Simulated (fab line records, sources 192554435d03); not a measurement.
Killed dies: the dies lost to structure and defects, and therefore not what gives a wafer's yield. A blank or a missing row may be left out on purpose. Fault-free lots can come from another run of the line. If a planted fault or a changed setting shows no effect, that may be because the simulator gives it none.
Split-lot study :: flow n5_finfet :: route with 1938 steps; 7 lots, 21 wafers read

## SPLIT DETAILS
At N5_BEOL_M11_PECVD_70 (deposits SiO2 from TEOS/O2, target thk 20 nm, time 22.7 s), the setting temp_c was moved away from the recipe's 400 C on 6 of the 21 wafers read, by -3.1% to +3.9%. This setting was run at the recipe's value on the other wafers.

## FROM THE SPLIT TO THE READING: what the file shows between them, 3 steps
- N5_BEOL_M11_HM_DEP_02: deposits TiN, target thk 20 nm
- N5_BEOL_M11_COAT_59: time 60 s, resist thk 100 nm
- N5_BEOL_M11_STRIP_77: strips in N2/H2, time 10 s

## THE READING
SiO2_of_BEOL_M11_PECVD_70.thk_nm (the simulator's own value, which no gauge read), in nm, at N5_BEOL_M11_HM_STRIP_39 (strips TiN in peroxide tin strip, target depth 25 nm, time 158 s). The file gives no usual value for it. Average 19.7 nm, standard deviation 0.31 nm, over the 15 wafers here run with the recipe.

wafer: L075.1
tool, chamber at the split: pecvd-01, 0
temp_c as run, C: 400
against the recipe: recipe
SiO2_of_BEOL_M11_PECVD_70.thk_nm, nm: 19.2
against lot-mates on the recipe: -

wafer: L075.3
tool, chamber at the split: pecvd-01, 2
temp_c as run, C: 400
against the recipe: recipe
SiO2_of_BEOL_M11_PECVD_70.thk_nm, nm: 19.2
against lot-mates on the recipe: -

wafer: L075.4
tool, chamber at the split: pecvd-01, 2
temp_c as run, C: 400
against the recipe: recipe
SiO2_of_BEOL_M11_PECVD_70.thk_nm, nm: 19.4
against lot-mates on the recipe: -

wafer: L077.1
tool, chamber at the split: pecvd-01, 2
temp_c as run, C: 387.5
against the recipe: -3.1%
SiO2_of_BEOL_M11_PECVD_70.thk_nm, nm: 21
against lot-mates on the recipe: +1.4

wafer: L077.2
tool, chamber at the split: pecvd-01, 0
temp_c as run, C: 400
against the recipe: recipe
SiO2_of_BEOL_M11_PECVD_70.thk_nm, nm: 19.6
against lot-mates on the recipe: -

wafer: L077.6
tool, chamber at the split: pecvd-01, 2
temp_c as run, C: 387.5
against the recipe: -3.1%
SiO2_of_BEOL_M11_PECVD_70.thk_nm, nm: 21.6
against lot-mates on the recipe: +2.0

wafer: L083.3
tool, chamber at the split: pecvd-01, 0
temp_c as run, C: 400
against the recipe: recipe
SiO2_of_BEOL_M11_PECVD_70.thk_nm, nm: 19.6
against lot-mates on the recipe: -

wafer: L083.4
tool, chamber at the split: pecvd-01, 0
temp_c as run, C: 400
against the recipe: recipe
SiO2_of_BEOL_M11_PECVD_70.thk_nm, nm: 19.8
against lot-mates on the recipe: -

wafer: L083.6
tool, chamber at the split: pecvd-01, 2
temp_c as run, C: 410.8
against the recipe: +2.7%
SiO2_of_BEOL_M11_PECVD_70.thk_nm, nm: 18.6
against lot-mates on the recipe: -1.1

wafer: L090.1
tool, chamber at the split: pecvd-02, 0
temp_c as run, C: 400
against the recipe: recipe
SiO2_of_BEOL_M11_PECVD_70.thk_nm, nm: 19.8
against lot-mates on the recipe: -

wafer: L090.4
tool, chamber at the split: pecvd-02, 1
temp_c as run, C: 400
against the recipe: recipe
SiO2_of_BEOL_M11_PECVD_70.thk_nm, nm: 20
against lot-mates on the recipe: -

wafer: L090.5
tool, chamber at the split: pecvd-02, 0
temp_c as run, C: 415.5
against the recipe: +3.9%
SiO2_of_BEOL_M11_PECVD_70.thk_nm, nm: 18
against lot-mates on the recipe: -1.9

wafer: L091.1
tool, chamber at the split: pecvd-01, 1
temp_c as run, C: 400
against the recipe: recipe
SiO2_of_BEOL_M11_PECVD_70.thk_nm, nm: 20.2
against lot-mates on the recipe: -

wafer: L091.4
tool, chamber at the split: pecvd-01, 1,2
temp_c as run, C: 404.7
against the recipe: +1.2%
SiO2_of_BEOL_M11_PECVD_70.thk_nm, nm: 19.4
against lot-mates on the recipe: -0.8

wafer: L091.5
tool, chamber at the split: pecvd-01, 1,2
temp_c as run, C: 404.7
against the recipe: +1.2%
SiO2_of_BEOL_M11_PECVD_70.thk_nm, nm: 19.4
against lot-mates on the recipe: -0.8

wafer: L094.3
tool, chamber at the split: pecvd-02, 1
temp_c as run, C: 400
against the recipe: recipe
SiO2_of_BEOL_M11_PECVD_70.thk_nm, nm: 19.4
against lot-mates on the recipe: -

wafer: L094.5
tool, chamber at the split: pecvd-02, 2,1
temp_c as run, C: 400
against the recipe: recipe
SiO2_of_BEOL_M11_PECVD_70.thk_nm, nm: 19.8
against lot-mates on the recipe: -

wafer: L094.6
tool, chamber at the split: pecvd-02, 2,1
temp_c as run, C: 400
against the recipe: recipe
SiO2_of_BEOL_M11_PECVD_70.thk_nm, nm: 19.8
against lot-mates on the recipe: -

wafer: L095.2
tool, chamber at the split: pecvd-01, 2
temp_c as run, C: 400
against the recipe: recipe
SiO2_of_BEOL_M11_PECVD_70.thk_nm, nm: 19.4
against lot-mates on the recipe: -

wafer: L095.4
tool, chamber at the split: pecvd-01, 1
temp_c as run, C: 400
against the recipe: recipe
SiO2_of_BEOL_M11_PECVD_70.thk_nm, nm: 20.2
against lot-mates on the recipe: -

wafer: L095.6
tool, chamber at the split: pecvd-01, 0
temp_c as run, C: 400
against the recipe: recipe
SiO2_of_BEOL_M11_PECVD_70.thk_nm, nm: 19.6
against lot-mates on the recipe: -
The file does not say which wafer passed through which chamber wherever a row lists several chambers: such a row stands for several wafers.

FIT RESULTS
A straight line over all 21 wafers: SiO2_of_BEOL_M11_PECVD_70.thk_nm changes by -0.456 nm for each +1% of temp_c; r = -0.91; the points scatter about the line by 0.31 nm.
The same after taking each lot's own level away (the mean of its wafers on the recipe; 21 wafers): -0.513 nm for each +1%; r = -0.96; scatter 0.22 nm.
Per that fit: largest temp_c move, reading shift of 2 nm.
The span of the lots' own levels, 19.27 to 20.20 nm, comes to 3.0 times the standard deviation stated above.
So the lot-to-lot level changes the slope: the two fits differ.
Check: -2.02 nm against its lot-mates is what the line predicts for one of the wafers moved furthest among these (+3.9%) when that wafer is left out of the fit. Against them it came out at -1.9 nm.

## ADDITIONAL SPLITS CARRIED BY THESE WAFERS
Note: prior to the reading, these wafers also went through further splits. Each is held against what the fit with the lots' levels taken away leaves over:
other split on the same wafers: N5_BEOL_M6_COAT_22 spin_rpm
wafers away from the commonest value: 2
r with SiO2_of_BEOL_M11_PECVD_70.thk_nm (lot level and that fit taken away): +0.02

other split on the same wafers: N5_BEOL_M6_DESCUM_33 time_s
wafers away from the commonest value: 4
r with SiO2_of_BEOL_M11_PECVD_70.thk_nm (lot level and that fit taken away): +0.21

other split on the same wafers: N5_BEOL_M6_VIA_ETCH_34 time_s
wafers away from the commonest value: 9
r with SiO2_of_BEOL_M11_PECVD_70.thk_nm (lot level and that fit taken away): +0.12

other split on the same wafers: N5_BEOL_M8_ILD_DEP_00 time_s
wafers away from the commonest value: 5
r with SiO2_of_BEOL_M11_PECVD_70.thk_nm (lot level and that fit taken away): -0.12

other split on the same wafers: N5_BEOL_M8_COAT_22 spin_rpm
wafers away from the commonest value: 6
r with SiO2_of_BEOL_M11_PECVD_70.thk_nm (lot level and that fit taken away): +0.00

other split on the same wafers: N5_BEOL_M8_DESCUM_33 time_s
wafers away from the commonest value: 5
r with SiO2_of_BEOL_M11_PECVD_70.thk_nm (lot level and that fit taken away): -0.13

other split on the same wafers: N5_BEOL_M9_ETCH_62 time_s
wafers away from the commonest value: 10
r with SiO2_of_BEOL_M11_PECVD_70.thk_nm (lot level and that fit taken away): -0.31

other split on the same wafers: N5_BEOL_M10_PEB_26 peb_time_s
wafers away from the commonest value: 8
r with SiO2_of_BEOL_M11_PECVD_70.thk_nm (lot level and that fit taken away): +0.00

## THE WHOLE CHAIN: every reading that the file lists as answering this split, in the file's order
step: N5_BEOL_M11_PECVD_70
what it does: deposits SiO2 from TEOS/O2, target thk 20 nm, time 22.7 s
reading: SiO2_of_BEOL_M11_PECVD_70.thk_nm (the simulator's own value, which no gauge read)
change (the file's fit): -0.505 nm for each +1% of the setting
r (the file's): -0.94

step: N5_BEOL_M11_HM_STRIP_39
what it does: strips TiN in peroxide tin strip, target depth 25 nm, time 158 s
reading: SiO2_of_BEOL_M11_PECVD_70.thk_nm (the simulator's own value, which no gauge read)
change (the file's fit): -0.496 nm for each +1% of the setting
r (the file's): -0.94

## FILE'S OWN FIT
SiO2_of_BEOL_M11_PECVD_70.thk_nm changes by -0.496 nm for each +1% of temp_c, r = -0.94.
